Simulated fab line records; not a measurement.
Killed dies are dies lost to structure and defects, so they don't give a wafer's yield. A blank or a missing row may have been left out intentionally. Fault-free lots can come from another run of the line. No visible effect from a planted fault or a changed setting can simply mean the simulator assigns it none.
Lot-split experiment / flow n5 finfet / 7 lots, 30 wafers read, on a route of 1938 steps

== ON THE SPLIT ==
At N5_BEOL_M6_ETCH_62 (etches SOC in N2/H2, target depth 110 nm, overetch 22 nm, time 165 s), the setting time s was moved away from the recipe's 165 s on 9 of the 30 wafers read, by +32.5% to +57.2%. The other wafers ran this setting at the recipe's value.

== FROM THE SPLIT TO THE READING: what the file shows between them, 14 steps ==
- N5_BEOL_M6_STRIP_68: strips in N2/H2
- N5_BEOL_M6_STRIP_67: strips in CF4
- N5_BEOL_M6_HM_OPEN_17: chemistry Cl2/BCl3, target TiN, target depth 20 nm, overetch 6 nm
- N5_BEOL_M6_STRIP_19: strips in O2
- N5_BEOL_M6_CD_MEAS_18: pitch 80 nm, target cd 40 nm
- N5_BEOL_M6_COAT_63: time 60 s, resist thk 60 nm
- N5_BEOL_M6_COAT_64: time 60 s, resist thk 12 nm
- N5_BEOL_M6_ETCH_41: etches SiCN in CH3F/O2, target depth 29.7 nm, time 52 s
- N5_BEOL_M6_STRIP_80: strips in N2/H2, time 10 s
- N5_BEOL_M6_OCD_MEAS_38
- N5_BEOL_M6_HM_STRIP_39: strips TiN in peroxide tin strip, target depth 25 nm, time 158 s
- N5_BEOL_M6_SRD_40: time 30 s
- N5_BEOL_M6_PRECLEAN_42: cleans in residue remover, time 60 s
- N5_BEOL_M6_SRD_43: time 30 s

== THE READING ==
cd nm, in nm, at N5_BEOL_M6_CD_MEAS_35 (target cd 40 nm, target cd y 28 nm). Typical for fault-free wafers on this fab line: 39.8 nm, with standard deviation 0.54 nm.

wafer=L074.1; tool, chamber at the split=rie diel-03, 0; time s as run, s=218.6; against the recipe=+32.5%; cd nm, nm=41.0; against lot-mates on the recipe=+1.5
wafer=L074.2; tool, chamber at the split=rie diel-03, 1; time s as run, s=218.6; against the recipe=+32.5%; cd nm, nm=39.7; against lot-mates on the recipe=+0.2
wafer=L074.3; tool, chamber at the split=rie diel-03, 3; time s as run, s=165; against the recipe=recipe; cd nm, nm=39.6; against lot-mates on the recipe=-
wafer=L074.4; tool, chamber at the split=rie diel-03, 3; time s as run, s=218.6; against the recipe=+32.5%; cd nm, nm=41.1; against lot-mates on the recipe=+1.6
wafer=L074.5; tool, chamber at the split=rie diel-03, 1; time s as run, s=165; against the recipe=recipe; cd nm, nm=39.0; against lot-mates on the recipe=-
wafer=L074.6; tool, chamber at the split=rie diel-03, 0; time s as run, s=165; against the recipe=recipe; cd nm, nm=39.8; against lot-mates on the recipe=-
wafer=L077.1; tool, chamber at the split=rie diel-05, 2; time s as run, s=165; against the recipe=recipe; cd nm, nm=39.7; against lot-mates on the recipe=-
wafer=L077.5; tool, chamber at the split=rie diel-05, 2; time s as run, s=165; against the recipe=recipe; cd nm, nm=39.9; against lot-mates on the recipe=-
wafer=L077.6; tool, chamber at the split=rie diel-05, 1; time s as run, s=165; against the recipe=recipe; cd nm, nm=39.8; against lot-mates on the recipe=-
wafer=L081.2; tool, chamber at the split=rie diel-05, 2; time s as run, s=165; against the recipe=recipe; cd nm, nm=39.8; against lot-mates on the recipe=-
wafer=L081.3; tool, chamber at the split=rie diel-05, 3; time s as run, s=165; against the recipe=recipe; cd nm, nm=39.0; against lot-mates on the recipe=-
wafer=L081.4; tool, chamber at the split=rie diel-05, 0; time s as run, s=165; against the recipe=recipe; cd nm, nm=40.2; against lot-mates on the recipe=-
wafer=L083.3; tool, chamber at the split=rie diel-05, 0; time s as run, s=165; against the recipe=recipe; cd nm, nm=40.3; against lot-mates on the recipe=-
wafer=L083.4; tool, chamber at the split=rie diel-05, 3; time s as run, s=165; against the recipe=recipe; cd nm, nm=39.5; against lot-mates on the recipe=-
wafer=L083.6; tool, chamber at the split=rie diel-05, 3; time s as run, s=165; against the recipe=recipe; cd nm, nm=40.1; against lot-mates on the recipe=-
wafer=L086.1; tool, chamber at the split=rie diel-03, 3; time s as run, s=165; against the recipe=recipe; cd nm, nm=39.6; against lot-mates on the recipe=-
wafer=L086.2; tool, chamber at the split=rie diel-03, 2; time s as run, s=253.6; against the recipe=+53.7%; cd nm, nm=41.9; against lot-mates on the recipe=+2.3
wafer=L086.3; tool, chamber at the split=rie diel-03, 0; time s as run, s=253.6; against the recipe=+53.7%; cd nm, nm=42.2; against lot-mates on the recipe=+2.6
wafer=L086.4; tool, chamber at the split=rie diel-03, 1; time s as run, s=165; against the recipe=recipe; cd nm, nm=39.3; against lot-mates on the recipe=-
wafer=L086.5; tool, chamber at the split=rie diel-03, 0; time s as run, s=165; against the recipe=recipe; cd nm, nm=39.8; against lot-mates on the recipe=-
wafer=L086.6; tool, chamber at the split=rie diel-03, 1; time s as run, s=253.6; against the recipe=+53.7%; cd nm, nm=40.5; against lot-mates on the recipe=+0.9
wafer=L094.1; tool, chamber at the split=rie diel-01, 2; time s as run, s=165; against the recipe=recipe; cd nm, nm=40.5; against lot-mates on the recipe=-
wafer=L094.2; tool, chamber at the split=rie diel-01, 0; time s as run, s=259.3; against the recipe=+57.2%; cd nm, nm=42.7; against lot-mates on the recipe=+2.6
wafer=L094.3; tool, chamber at the split=rie diel-01, 3; time s as run, s=259.3; against the recipe=+57.2%; cd nm, nm=42.2; against lot-mates on the recipe=+2.1
wafer=L094.4; tool, chamber at the split=rie diel-01, 2; time s as run, s=165; against the recipe=recipe; cd nm, nm=39.9; against lot-mates on the recipe=-
wafer=L094.5; tool, chamber at the split=rie diel-01, 3; time s as run, s=165; against the recipe=recipe; cd nm, nm=40.0; against lot-mates on the recipe=-
wafer=L094.6; tool, chamber at the split=rie diel-01, 0; time s as run, s=259.3; against the recipe=+57.2%; cd nm, nm=42.0; against lot-mates on the recipe=+1.9
wafer=L097.3; tool, chamber at the split=rie diel-05, 3; time s as run, s=165; against the recipe=recipe; cd nm, nm=39.9; against lot-mates on the recipe=-
wafer=L097.4; tool, chamber at the split=rie diel-05, 0; time s as run, s=165; against the recipe=recipe; cd nm, nm=40.4; against lot-mates on the recipe=-
wafer=L097.5; tool, chamber at the split=rie diel-05, 0; time s as run, s=165; against the recipe=recipe; cd nm, nm=40.9; against lot-mates on the recipe=-

FIT RESULTS
A straight line over all 30 wafers: cd nm changes by +0.0357 nm for each +1% of time s; r = +0.84; the points scatter about the line by 0.55 nm.
The same after taking each lot's own level away (the mean of its wafers on the recipe; 30 wafers): +0.037 nm for each +1%; r = +0.89; scatter 0.44 nm.
That fit puts the effect of the largest move of time s on the reading at 2.1 nm.
Across the lots, their own levels run from 39.47 to 40.40 nm, a range of 1.7 times the standard deviation given above.
The two slopes are in agreement: the lot-to-lot level therefore moves the slope only a little.
Check: for one of the wafers moved furthest among these (+57.2%), held out of the fit, the line's prediction against its lot-mates is +2.03 nm. Against them it came out at +2.57 nm.

== THE WHOLE CHAIN: every reading that the file lists as answering this split, in the file's order ==
step=N5_BEOL_M6_ETCH_62; what it does=etches SOC in N2/H2, target depth 110 nm, overetch 22 nm, time 165 s; reading=SiARC_of_BEOL_M6_COAT_60.thk nm (the simulator's own value, which no gauge read); change (the file's fit)=-0.0669 nm for each +1% of the setting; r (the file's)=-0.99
step=N5_BEOL_M6_ETCH_62; what it does=etches SOC in N2/H2, target depth 110 nm, overetch 22 nm, time 165 s; reading=BEOL_M6.cd offset nm (the simulator's own value, which no gauge read); change (the file's fit)=+0.034 nm for each +1% of the setting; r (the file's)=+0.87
step=N5_BEOL_M6_HM_OPEN_17; what it does=chemistry Cl2/BCl3, target TiN, target depth 20 nm, overetch 6 nm; reading=etch.depth nm (the simulator's own value, which no gauge read); change (the file's fit)=not straight: 19.9 at the lowest setting, 20.05 at the recipe, 10.87 at the highest; r (the file's)=not given
step=N5_BEOL_M6_HM_OPEN_17; what it does=chemistry Cl2/BCl3, target TiN, target depth 20 nm, overetch 6 nm; reading=BEOL_M6.cd offset nm (the simulator's own value, which no gauge read); change (the file's fit)=+0.0346 nm for each +1% of the setting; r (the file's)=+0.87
step=N5_BEOL_M6_CD_MEAS_18; what it does=pitch 80 nm, target cd 40 nm; reading=cd nm; change (the file's fit)=+0.0371 nm for each +1% of the setting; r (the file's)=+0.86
step=N5_BEOL_M6_OCD_MEAS_38; what it does=; reading=trench depth nm; change (the file's fit)=not straight: 0.0 at the lowest setting, 94.6 at the recipe, 95.4 at the highest; r (the file's)=not given
step=N5_BEOL_M6_CD_MEAS_35; what it does=target cd 40 nm, target cd y 28 nm; reading=cd nm; change (the file's fit)=+0.0371 nm for each +1% of the setting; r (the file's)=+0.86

== FILE'S OWN FIT ==
cd nm changes by +0.0371 nm for each +1% of time s, r = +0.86.
